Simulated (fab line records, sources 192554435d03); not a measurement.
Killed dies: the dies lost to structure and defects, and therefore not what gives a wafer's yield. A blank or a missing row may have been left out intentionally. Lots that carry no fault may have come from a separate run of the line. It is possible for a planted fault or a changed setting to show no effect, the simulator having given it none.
Matching of chambers | flow n5 finfet | N5_MOL_CONTACT_COAG_DESCUM_88 on rie diel-06 has 4 sister chambers
The step chemistry O2, time 7 s. 14 wafers are shown with their chamber, then 7 later ones without.

WAFERS PAIRED WITH THEIR CHAMBERS
wafer  | chamber | drypump motor current A (A) | throttle valve pct (%) | showerhead plenum p Torr (Torr)
L079.3 | 0       | 6.3                         | 20.41                  | 2.04
L079.4 | 3       | 6.6                         | 20.60                  | 2.13
L079.5 | 1       | 4.9                         | 20.72                  | 2.03
L082.1 | 3       | 6.6                         | 20.61                  | 2.12
L082.3 | 0       | 6.2                         | 20.42                  | 2.04
L082.5 | 2       | 5.4                         | 20.30                  | 2.02
L084.2 | 0       | 6.2                         | 20.44                  | 2.04
L084.4 | 1       | 4.8                         | 20.71                  | 2.03
L084.6 | 2       | 5.4                         | 20.32                  | 2.02
L090.3 | 2       | 5.4                         | 20.34                  | 2.01
L090.4 | 0       | 6.2                         | 20.45                  | 2.03
L090.5 | 3       | 6.6                         | 20.63                  | 2.12
L092.1 | 2       | 5.4                         | 20.36                  | 2.01
L092.2 | 1       | 4.8                         | 20.73                  | 2.02

SIGNATURES (means of the wafers above)
reading                  | chamber 0 | chamber 1 | chamber 2 | chamber 3 | scatter within a chamber
drypump motor current A  | 6.225     | 4.833     | 5.400     | 6.600     | 0.0376
throttle valve pct       | 20.4300   | 20.7200   | 20.3300   | 20.6133   | 0.0191
showerhead plenum p Torr | 2.0375    | 2.0267    | 2.0150    | 2.1233    | 0.00555
Rule: distance of a wafer from a chamber = root of the sum over the readings of ((wafer's reading minus chamber's mean) / reading's scatter) squared. If the next closest chamber is less than 2 further off than the closest, the wafer can't be placed; otherwise it belongs to the closest. The scatter is the square root of a quotient: the sum, over the shown wafers, of each reading's squared deviation from its chamber's mean, divided by wafers minus chambers.

WAFERS WITHOUT THEIR CHAMBER
wafer  | drypump motor current A (A) | throttle valve pct (%) | showerhead plenum p Torr (Torr)
L092.3 | 6.2                         | 20.44                  | 2.03
L095.2 | 4.9                         | 20.76                  | 2.02
L095.3 | 6.2                         | 20.46                  | 2.03
L095.4 | 6.2                         | 20.45                  | 2.03
L096.1 | 5.4                         | 20.37                  | 2.01
L096.2 | 6.2                         | 20.46                  | 2.03
L096.4 | 4.8                         | 20.76                  | 2.02

WHICH CHAMBER EACH WENT THROUGH
wafer  | from the rows above | in truth
L092.3 | 0                   | 0
L095.2 | 1                   | 1
L095.3 | 0                   | 0
L095.4 | 0                   | 0
L096.1 | 2                   | 2
L096.2 | 0                   | 0
L096.4 | 1                   | 1
Placed correctly: 7 of 7. Can't be placed from these rows: 0. Number placed wrongly: 0.
